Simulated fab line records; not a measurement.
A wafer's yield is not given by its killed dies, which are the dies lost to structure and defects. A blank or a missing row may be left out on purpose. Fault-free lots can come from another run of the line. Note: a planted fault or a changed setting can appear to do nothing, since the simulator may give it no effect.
Comparing a struck lot with a sound one :: flow n5_finfet :: 15 out of 1938 route steps
Sound: these wafers, L662.1, L662.2, L662.6. Wafers L678.1, L678.2, L678.3 were the ones struck. Last of all comes the cause.
Each step with rows lists, per side, the tool, then ch with its chambers, then its first start. Under that, the readings that differ: sound wafers :: struck wafers :: difference of the means :: sigmas: that difference in standard deviations of wafers without a fault.
alike: a reading whose means differ by less than 2 such deviations, as well as words and numbers matching on both sides. not compared: withheld readings; readings where some wafer has no value; bounds like >300 that might hide an equal value; numbers whose values overlap and for which the record gives no deviation.
The two part at a step that has a row with sigmas, a row that says differs or no value, or rows on one side only. Numbers that don't overlap but have no deviation are shown without sigmas and don't part them. A reading missing from all wafers of one side parts the sides only when that side holds two or more wafers.

first, 4 steps without rows for these wafers: N5_BEOL_M3_SOFTBAKE_23 (time 60 s); N5_BEOL_M3_EXPOSE_25 (exposes mask V2, defocus 5 nm); N5_BEOL_M3_PEB_26 (peb time 60 s); N5_BEOL_M3_DEVELOP_27 (develop time 30 s).
N5_BEOL_M3_CD_MEAS_28: target cd 25.7 nm, target cd y 23.3 nm.
  sound on cd_sem-03 ch 0, day 7 11:01; struck on cd_sem-01 ch 0, day 11 08:06
  alike: cd_nm
N5_BEOL_M3_OVL_MEAS_29:
  sound on overlay-02 ch 0, day 7 11:03; struck on overlay-01 ch 0, day 11 08:08
  alike: V2_OVL
N5_BEOL_M3_INSPECT_30: inspects for defects (brightfield).
  sound on defect_inspect-01, day 7 11:22; struck on defect_inspect-02, day 11 08:11
  alike: raw_defect_count
N5_BEOL_M3_DESCUM_33: chemistry O2, time 7 s.
  sound on rie_diel-05 ch 0,2,3, day 7 11:24; struck on rie_diel-05 ch 1,2,3, day 11 08:14
  alike: drypump_motor_current_A, oes_product_au, rf_vpp_V, showerhead_plenum_p_Torr, throttle_valve_pct
  not compared: rf_hours_counter_h
N5_BEOL_M3_ETCH_77: etches underlayer in N2/H2, target depth 6.5 nm, time 5.2 s.
  sound on rie_diel-05 ch 0,2,3, day 7 11:26; struck on rie_diel-05 ch 1,2,3, day 11 08:16
  alike: bias_w, drypump_motor_current_A, etch_rf_on_time_s, oes_product_au, rf_fwd_power_W, rf_vpp_V, showerhead_plenum_p_Torr, throttle_valve_pct
  not compared: rf_hours_counter_h
N5_BEOL_M3_ETCH_69: etches SiARC in CF4, target depth 15.6 nm, time 26 s.
  sound on rie_diel-05 ch 0,2,3, day 7 11:27; struck on rie_diel-05 ch 1,2,3, day 11 08:17
  alike: bias_w, drypump_motor_current_A, etch_rf_on_time_s, oes_product_au, rf_fwd_power_W, rf_vpp_V, showerhead_plenum_p_Torr, throttle_valve_pct
  not compared: rf_hours_counter_h
N5_BEOL_M3_ALD_98: deposits SiO2, target thk 2.5 nm, pulse time 1 s, co reactant pulse time 1 s.
  sound on ald_sin-02 ch 0,3, day 7 12:51; struck on ald_sin-02 ch 0,1,3, day 11 08:26
  alike: heater_power_w, precursor_pulse_height_rel, susceptor_temp_C
N5_BEOL_M3_ETCHBACK_99: etches SiO2 in CHF3, target depth 5 nm, time 10.4 s.
  sound on rie_diel-03 ch 0,1, day 7 13:42; struck on rie_diel-05 ch 0,1,3, day 11 11:20
  alike: bias_w, drypump_motor_current_A, oes_product_au, rf_vpp_V, showerhead_plenum_p_Torr, throttle_valve_pct
  not compared: rf_hours_counter_h
N5_BEOL_M3_ETCH_70: etches SOC in N2/H2, target depth 80 nm, overetch 16 nm, time 120 s.
  sound on rie_diel-03 ch 0,1, day 7 13:44; struck on rie_diel-05 ch 0,1,3, day 11 11:22
reading: rf_fwd_power_W (W)
sound: 833 836 834
struck: 627 628 637
difference: -204
sigmas: -68

reading: rf_vpp_V (V)
sound: 527 526 525
struck: 573 570 571
difference: +45
sigmas: +15

reading: model.SiARC_of_BEOL_M3_COAT_68.thk_nm (nm)
sound: 6.4 6.4 6.4
struck: 7 7.2 7
difference: +1
sigmas: 
  alike: bias_w, drypump_motor_current_A, oes_product_au, showerhead_plenum_p_Torr, throttle_valve_pct
  not compared: rf_hours_counter_h
then, 1 step without rows for these wafers: N5_BEOL_M3_STRIP_71 (strips in N2/H2).
N5_BEOL_M4_RC_MEAS_101:
  sound on prober-01 ch 0, day 8 05:14; struck on prober-02 ch 0, day 12 04:20
  alike: DIBL_N, DIBL_P, IOFF_N, IOFF_P, ION_N, ION_P, SS_N, SS_P, VT_N, VT_P

## WHERE THEY PART
Only at N5_BEOL_M3_ETCH_70, within this record. Later steps at which nothing parts them and some readings are alike: N5_BEOL_M4_RC_MEAS_101.

WHY: the cause the simulator had injected
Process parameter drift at N5_BEOL_M3_ETCH_70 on rie_diel-05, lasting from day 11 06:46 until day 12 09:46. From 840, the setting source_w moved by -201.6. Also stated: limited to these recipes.
